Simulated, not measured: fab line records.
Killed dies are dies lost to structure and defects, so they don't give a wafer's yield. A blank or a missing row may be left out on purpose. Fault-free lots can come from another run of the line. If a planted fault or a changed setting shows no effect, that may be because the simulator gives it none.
The tool behind it: which one? -- flow n5-finfet -- Sampling: 24 lots, 72 wafers, 4 of 1938 route steps

== WHAT THE GAUGES READ, wafer by wafer ==
N5_BEOL_M3_CD_MEAS_28: target cd 25.7 nm, target cd y 23.3 nm.
lot,measured,on,cd-nm (nm)
L075,day 7 01:05,cd-sem-03,25.5 25.2 24.9
L074,day 7 01:10,cd-sem-01,25.4 25.6 26.0
L076,day 7 08:20,cd-sem-03,26.1 25.7 26.1
L077,day 7 19:17,cd-sem-01,25.5 25.6 25.5
L078,day 7 22:06,cd-sem-01,25.6 25.5 25.7
L079,day 8 10:16,cd-sem-03,25.5 25.7 26.1
L080,day 8 16:40,cd-sem-03,25.5 25.5 25.6
L081,day 8 20:11,cd-sem-03,26.1 26.0 25.8
L082,day 8 21:25,cd-sem-02,25.6 26.1 26.0
L083,day 9 02:38,cd-sem-01,25.5 25.9 25.8
L084,day 9 05:11,cd-sem-02,25.8 25.6 25.6
L086,day 9 23:38,cd-sem-03,26.0 26.2 25.8
L085,day 10 05:35,cd-sem-02,25.9 25.7 25.4
L087,day 10 05:58,cd-sem-03,25.3 25.5 25.6
L088,day 10 11:14,cd-sem-01,25.3 25.4 25.3
L089,day 10 22:14,cd-sem-01,25.9 25.6 25.9
L090,day 11 02:07,cd-sem-02,25.8 24.9 25.2
L091,day 11 06:26,cd-sem-03,25.5 26.1 25.4
L093,day 11 22:52,cd-sem-02,25.8 26.0 25.6
L092,day 12 03:04,cd-sem-01,25.1 25.8 25.9
L094,day 12 10:07,cd-sem-01,26.1 25.9 26.0
L095,day 12 19:16,cd-sem-03,26.1 26.1 26.1
L096,day 13 08:32,cd-sem-03,25.3 25.6 25.0
L097,day 13 11:40,cd-sem-02,25.3 25.1 25.6

N5_BEOL_M3_INSPECT_30: inspects for defects (brightfield).
lot,measured,on,raw-defect-count
L075,day 7 01:12,defect-inspect-02,528 486 486
L074,day 7 01:14,defect-inspect-02,460 328 310
L076,day 7 08:25,defect-inspect-02,380 378 345
L077,day 7 19:22,defect-inspect-02,484 426 341
L078,day 7 22:11,defect-inspect-02,550 377 370
L079,day 8 10:22,defect-inspect-01,316 344 345
L080,day 8 16:45,defect-inspect-01,317 309 290
L081,day 8 20:16,defect-inspect-02,529 477 351
L082,day 8 21:31,defect-inspect-02,173 497 287
L083,day 9 02:43,defect-inspect-02,422 395 432
L084,day 9 05:17,defect-inspect-02,412 499 406
L086,day 9 23:43,defect-inspect-02,556 509 389
L085,day 10 05:40,defect-inspect-01,416 433 408
L087,day 10 06:04,defect-inspect-02,474 435 422
L088,day 10 11:19,defect-inspect-01,400 385 308
L089,day 10 22:19,defect-inspect-01,415 256 266
L090,day 11 02:13,defect-inspect-02,372 424 341
L091,day 11 06:31,defect-inspect-02,361 403 370
L093,day 11 22:56,defect-inspect-02,411 452 442
L092,day 12 03:10,defect-inspect-01,294 335 201
L094,day 12 10:13,defect-inspect-01,393 451 477
L095,day 12 19:22,defect-inspect-02,304 463 422
L096,day 13 08:37,defect-inspect-02,672 309 414
L097,day 13 11:46,defect-inspect-01,359 392 352

== TOOL THAT RAN EACH LOT (tool first, then ch and the chambers of the sampled wafers, then the start) ==
lot,N5_BEOL_M2_SPUTTER_94,N5_BEOL_M2_SPUTTER_96
L075,"pvd-sputter-02, day 6 20:11","pvd-sputter-02, day 6 20:24"
L074,"pvd-sputter-01, day 6 20:30","pvd-sputter-01, day 6 20:43"
L076,"pvd-sputter-02, day 7 03:50","pvd-sputter-02, day 7 04:04"
L077,"pvd-sputter-01, day 7 12:29","pvd-sputter-01, day 7 12:42"
L078,"pvd-sputter-02, day 7 17:27","pvd-sputter-02, day 7 17:40"
L079,"pvd-sputter-03, day 8 05:22","pvd-sputter-03, day 8 05:35"
L080,"pvd-sputter-03, day 8 12:10","pvd-sputter-03, day 8 12:23"
L081,"pvd-sputter-01, day 8 17:06","pvd-sputter-01, day 8 17:19"
L082,"pvd-sputter-02, day 8 18:16","pvd-sputter-02, day 8 18:29"
L083,"pvd-sputter-01, day 8 21:50","pvd-sputter-01, day 8 22:03"
L084,"pvd-sputter-01, day 9 01:34","pvd-sputter-01, day 9 01:47"
L086,"pvd-sputter-02, day 9 19:17","pvd-sputter-02, day 9 19:31"
L085,"pvd-sputter-03, day 10 00:13","pvd-sputter-03, day 10 00:26"
L087,"pvd-sputter-01, day 10 02:07","pvd-sputter-01, day 10 02:20"
L088,"pvd-sputter-01, day 10 07:43","pvd-sputter-01, day 10 07:56"
L089,"pvd-sputter-02, day 10 18:40","pvd-sputter-02, day 10 18:53"
L090,"pvd-sputter-03, day 10 21:49","pvd-sputter-03, day 10 22:02"
L091,"pvd-sputter-01, day 11 03:10","pvd-sputter-01, day 11 03:23"
L093,"pvd-sputter-03, day 11 18:41","pvd-sputter-03, day 11 18:54"
L092,"pvd-sputter-03, day 11 20:59","pvd-sputter-03, day 11 21:12"
L094,"pvd-sputter-01, day 12 06:24","pvd-sputter-01, day 12 06:37"
L095,"pvd-sputter-03, day 12 13:28","pvd-sputter-03, day 12 13:41"
L096,"pvd-sputter-01, day 13 04:10","pvd-sputter-01, day 13 04:23"
L097,"pvd-sputter-02, day 13 06:23","pvd-sputter-02, day 13 06:37"
- N5_BEOL_M2_SPUTTER_94: material Cu, target thk 4.5 nm, time 8.29 s.
- N5_BEOL_M2_SPUTTER_96: material Cu, target thk 4.5 nm, time 8.29 s.

== WHAT THE TOOLS THEMSELVES READ (means of the sampled wafers that have a number; where no wafer has one, the mark that the record gives instead) ==
N5_BEOL_M2_SPUTTER_94.
lot,tool,throttle-valve-pct (%)
L075,pvd-sputter-02,28.9
L074,pvd-sputter-01,29.4
L076,pvd-sputter-02,29.9
L077,pvd-sputter-01,29.6
L078,pvd-sputter-02,28.9
L079,pvd-sputter-03,30.6
L080,pvd-sputter-03,30.3
L081,pvd-sputter-01,30.2
L082,pvd-sputter-02,29.0
L083,pvd-sputter-01,29.7
L084,pvd-sputter-01,29.7
L086,pvd-sputter-02,29.7
L085,pvd-sputter-03,30.6
L087,pvd-sputter-01,29.9
L088,pvd-sputter-01,30.4
L089,pvd-sputter-02,28.9
L090,pvd-sputter-03,29.7
L091,pvd-sputter-01,29.3
L093,pvd-sputter-03,30.6
L092,pvd-sputter-03,29.9
L094,pvd-sputter-01,30.0
L095,pvd-sputter-03,30.2
L096,pvd-sputter-01,29.3
L097,pvd-sputter-02,29.8

N5_BEOL_M2_SPUTTER_96.
lot,tool,throttle-valve-pct (%)
L075,pvd-sputter-02,28.7
L074,pvd-sputter-01,29.2
L076,pvd-sputter-02,29.9
L077,pvd-sputter-01,29.6
L078,pvd-sputter-02,28.8
L079,pvd-sputter-03,30.5
L080,pvd-sputter-03,30.2
L081,pvd-sputter-01,30.0
L082,pvd-sputter-02,28.9
L083,pvd-sputter-01,29.8
L084,pvd-sputter-01,29.9
L086,pvd-sputter-02,29.6
L085,pvd-sputter-03,30.6
L087,pvd-sputter-01,29.9
L088,pvd-sputter-01,30.3
L089,pvd-sputter-02,29.0
L090,pvd-sputter-03,29.8
L091,pvd-sputter-01,29.4
L093,pvd-sputter-03,30.4
L092,pvd-sputter-03,29.7
L094,pvd-sputter-01,29.8
L095,pvd-sputter-03,30.3
L096,pvd-sputter-01,29.2
L097,pvd-sputter-02,29.9

== THE ANSWER, worked out from the rows above alone ==
Rule: usual is defined by the lots themselves. Put in order of their means at a reading, lots are off if they are a third of the lots or fewer, leave a main group of 4 or more, and stand apart from it by a gap of 3 or more times the standard deviation of the main group's means; of several such gaps the widest counts. Not used: any main group whose means are identical at the precision the tables above print for the reading. A lot without any number at a reading at which 4 lots or more have one is off too. Where the step has rows for the other lots, those lots are counted as sound. Order of review: gauges by route order, followed by the tools' own readings, for which a lot's mean as printed above is used. At the first step where some lot is off, the reading lying furthest off is the one used; lots without a number count as furthest.
None of the lots is off at any reading shown; this tells nothing.

== WHAT THE SIMULATOR HAD PUT IN ==
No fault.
